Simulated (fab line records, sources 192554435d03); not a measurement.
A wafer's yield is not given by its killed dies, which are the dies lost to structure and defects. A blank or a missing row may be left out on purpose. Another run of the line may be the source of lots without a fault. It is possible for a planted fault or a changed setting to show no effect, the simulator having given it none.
Lot-split experiment -- flow n5Finfet -- 21 wafers read across 7 lots, on a route 1938 steps long

== ON THE SPLIT ==
At N5_MOL_CONTACT_COAG_COAT_02 (resist thk 30 nm), the setting spinRpm was moved away from the recipe's 1500 rpm on 8 of the 21 wafers read, by -6.6% to +8.7%. The other wafers ran this setting at the recipe's value.

== FROM THE SPLIT TO THE READING: what the file shows between them, 4 steps ==
- N5_MOL_CONTACT_COAG_EXPOSE_05: exposes mask CA, defocus 0 nm (also split here: doseMj)
- N5_MOL_CONTACT_COAG_PEB_06: peb time 60 s
- N5_MOL_CONTACT_COAG_DEVELOP_07: develop time 30 s
- N5_MOL_CONTACT_COAG_CD_MEAS_08: target cd 28 nm

== THE READING ==
CAR-EUV_of_MOL_CONTACT_COAG_COAT_02.thkNm (the simulator's own value, which no gauge read), in nm, at N5_MOL_CONTACT_COAG_DESCUM_13 (chemistry O2, time 7 s). The file does not state a usual value for it. Average 26.0 nm, standard deviation 0.084 nm, over the 13 wafers here run with the recipe.

wafer,"tool, chamber at the split","spinRpm as run, rpm",against the recipe,"CAR-EUV_of_MOL_CONTACT_COAG_COAT_02.thkNm, nm",against lot-mates on the recipe
L078.1,"lithoTrack-05, 0",1500,recipe,26,-
L078.2,"lithoTrack-05, 0",1500,recipe,26,-
L078.3,"lithoTrack-05, 0",1500,recipe,26,-
L081.1,"lithoTrack-05, 0",1500,recipe,26.2,-
L081.3,"lithoTrack-05, 0",1401,-6.6%,27.2,+1.0
L081.6,"lithoTrack-05, 0",1401,-6.6%,27.2,+1.0
L089.3,"lithoTrack-01, 0",1630,+8.7%,24.8,-1.2
L089.5,"lithoTrack-01, 0",1630,+8.7%,24.8,-1.2
L089.6,"lithoTrack-01, 0",1500,recipe,26,-
L090.1,"lithoTrack-02, 0",1500,recipe,26.2,-
L090.5,"lithoTrack-02, 0",1500,recipe,26,-
L090.6,"lithoTrack-02, 0",1500,recipe,26,-
L094.1,"lithoTrack-01, 0",1500,recipe,26.2,-
L094.2,"lithoTrack-01, 0",1622,+8.1%,25,-1.2
L094.5,"lithoTrack-01, 0",1622,+8.1%,25,-1.2
L096.1,"lithoTrack-02, 0",1619,+7.9%,25,-1.0
L096.2,"lithoTrack-02, 0",1619,+7.9%,24.8,-1.2
L096.4,"lithoTrack-02, 0",1500,recipe,26,-
L097.1,"lithoTrack-05, 0",1500,recipe,26,-
L097.2,"lithoTrack-05, 0",1500,recipe,26,-
L097.3,"lithoTrack-05, 0",1500,recipe,26,-

THE FIT
A straight line over all 21 wafers: CAR-EUV_of_MOL_CONTACT_COAG_COAT_02.thkNm changes by -0.148 nm for each +1% of spinRpm; r = -0.99; the points scatter about the line by 0.1 nm.
The same after taking each lot's own level away (the mean of its wafers on the recipe; 21 wafers): -0.144 nm for each +1%; r = -1.00; scatter 0.056 nm.
That fit puts the effect of the largest move of spinRpm on the reading at 1.2 nm.
From 26.00 to 26.20 nm: that is the span of the lots' own levels, equal to 2.4 times the standard deviation above.
So the lot-to-lot level changes the slope little: the two slopes agree.
Check: -1.24 nm against its lot-mates is what the line predicts for one of the wafers moved furthest among these (+8.7%) when that wafer is left out of the fit. Against them it came out at -1.2 nm.

== THESE WAFERS: OTHER SPLITS ==
Before the reading, these wafers also passed through other splits. Each is held against what the fit with the lots' levels taken away leaves over:
other split on the same wafers,wafers away from the commonest value,r with CAR-EUV_of_MOL_CONTACT_COAG_COAT_02.thkNm (lot level and that fit taken away)
N5_SDB_COAT_05 spinRpm,2,+0.00
N5_HKMG_FIN_PEB_10 pebTimeS,8,+0.15
N5_GATE_CUT_COAT_34 spinRpm,5,-0.05
N5_MOL_CONTACT_COAG_EXPOSE_05 doseMj,7,+0.08

== THE WHOLE CHAIN: every reading that the file lists as answering this split, in the file's order ==
step,what it does,reading,change (the file's fit),r (the file's)
N5_MOL_CONTACT_COAG_COAT_02,resist thk 30 nm,"CAR-EUV_of_MOL_CONTACT_COAG_COAT_02.thkNm (the simulator's own value, which no gauge read)",-0.153 nm for each +1% of the setting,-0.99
N5_MOL_CONTACT_COAG_DEVELOP_07,develop time 30 s,"CAR-EUV_of_MOL_CONTACT_COAG_COAT_02.thkNm (the simulator's own value, which no gauge read)",-0.157 nm for each +1% of the setting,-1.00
N5_MOL_CONTACT_COAG_DESCUM_13,"chemistry O2, time 7 s","CAR-EUV_of_MOL_CONTACT_COAG_COAT_02.thkNm (the simulator's own value, which no gauge read)",-0.143 nm for each +1% of the setting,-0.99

== THE FILE'S OWN FIT ==
CAR-EUV_of_MOL_CONTACT_COAG_COAT_02.thkNm changes by -0.143 nm for each +1% of spinRpm, r = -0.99.
